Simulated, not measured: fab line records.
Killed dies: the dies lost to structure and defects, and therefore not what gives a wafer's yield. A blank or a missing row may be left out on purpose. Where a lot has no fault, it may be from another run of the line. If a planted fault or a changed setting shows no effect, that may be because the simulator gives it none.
Chamber matching -- flow n5 finfet -- ald metal-02 running N5_BEOL_M8_ALD_77: 4 sister chambers
The step deposits TaN, target thk 2 nm, pulse time 2 s, purge time 3 s. 16 wafers are shown with their chamber, then 8 later ones without.

WAFERS, EACH WITH ITS CHAMBER
wafer,chamber,heater power w (W),susceptor temp C (C)
L074.2,0,361,274.76
L074.5,1,424,274.93
L074.6,2,489,275.10
L077.1,0,360,274.97
L077.2,2,487,275.12
L077.5,0,362,275.00
L081.2,3,471,275.02
L081.5,3,462,275.14
L081.6,2,490,274.96
L086.3,1,435,275.00
L086.4,1,438,275.10
L086.5,0,361,274.82
L089.1,2,486,274.95
L089.3,0,352,275.04
L089.5,1,424,274.90
L093.2,0,354,275.07

SIGNATURES, as means of the wafers listed above
reading,chamber 0,chamber 1,chamber 2,chamber 3,scatter within a chamber
heater power w,358.33,430.25,488.00,466.50,5
susceptor temp C,274.9433,274.9825,275.0325,275.0800,0.105
Rule: for each reading, subtract the chamber's mean from the wafer's reading, divide by that reading's scatter and square the result; add these up over the readings and take the root, which gives the wafer's distance from the chamber. The wafer belongs to the nearest chamber; if the next one is less than 2 further off, it can't be placed. The scatter is the square root of a quotient: the sum, over the shown wafers, of each reading's squared deviation from its chamber's mean, divided by wafers minus chambers.

WAFERS WITH NO CHAMBER GIVEN
wafer,heater power w (W),susceptor temp C (C)
L093.4,483,274.96
L093.5,363,275.17
L097.4,360,275.10
L097.5,483,275.29
L097.6,424,274.93
L096.2,483,275.37
L096.4,434,275.04
L096.6,376,275.10

WHICH CHAMBER EACH WENT THROUGH
wafer,from the rows above,in truth
L093.4,2,2
L093.5,0,0
L097.4,0,0
L097.5,can't be placed: 2 or 3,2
L097.6,1,1
L096.2,can't be placed: 2 or 3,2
L096.4,1,1
L096.6,0,0
Placed correctly: 6 of 8. These rows do not allow placing 2 (true chamber among the candidates in 2). 0 placed wrongly.
